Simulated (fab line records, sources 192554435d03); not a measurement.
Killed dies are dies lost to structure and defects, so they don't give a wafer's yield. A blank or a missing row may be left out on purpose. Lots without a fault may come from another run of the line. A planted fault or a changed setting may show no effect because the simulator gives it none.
Chamber matching | flow n5_finfet | N5_BEOL_M8_STRIP_19 on rie_diel-04: 4 sister chambers
The step strips in O2. 4 wafers are shown with their chamber, then 11 later ones without.

WAFERS WITH THEIR CHAMBER
wafer  | chamber | drypump_motor_current_A (A)
L091.5 | 2       | 4.8
L090.1 | 1       | 5.8
L090.4 | 3       | 4.9
L093.3 | 0       | 6.0

WAFERS WITHOUT THEIR CHAMBER
wafer  | drypump_motor_current_A (A)
L093.4 | 4.9
L093.5 | 5.8
L092.4 | 4.9
L092.5 | 5.8
L092.6 | 6.0
L097.1 | 4.9
L097.2 | 6.1
L097.3 | 5.8
L097.4 | 4.9
L097.5 | 6.0
L097.6 | 4.9

WHICH CHAMBER EACH WENT THROUGH
wafer  | from the rows above | in truth
L093.4 | 3                   | 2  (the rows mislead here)
L093.5 | 1                   | 1
L092.4 | 3                   | 3
L092.5 | 1                   | 1
L092.6 | 0                   | 0
L097.1 | 3                   | 3
L097.2 | 0                   | 0
L097.3 | 1                   | 1
L097.4 | 3                   | 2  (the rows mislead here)
L097.5 | 0                   | 0
L097.6 | 3                   | 3
Placed correctly: 9 of 11. Can't be placed from these rows: 0. Placed wrongly: 2.
How it was worked out, from the rows above alone: a wafer's distance from a chamber is the root of the sum, over the readings, of the square of ((its reading less the chamber's mean) divided by the reading's scatter). The wafer belongs to the nearest chamber; if the next one is less than 2 further off, it can't be placed. A chamber's mean is the mean of its shown wafers. The scatter: with one shown wafer a chamber, the root of the mean of the squares of how far each hidden wafer lies from its nearest shown one.
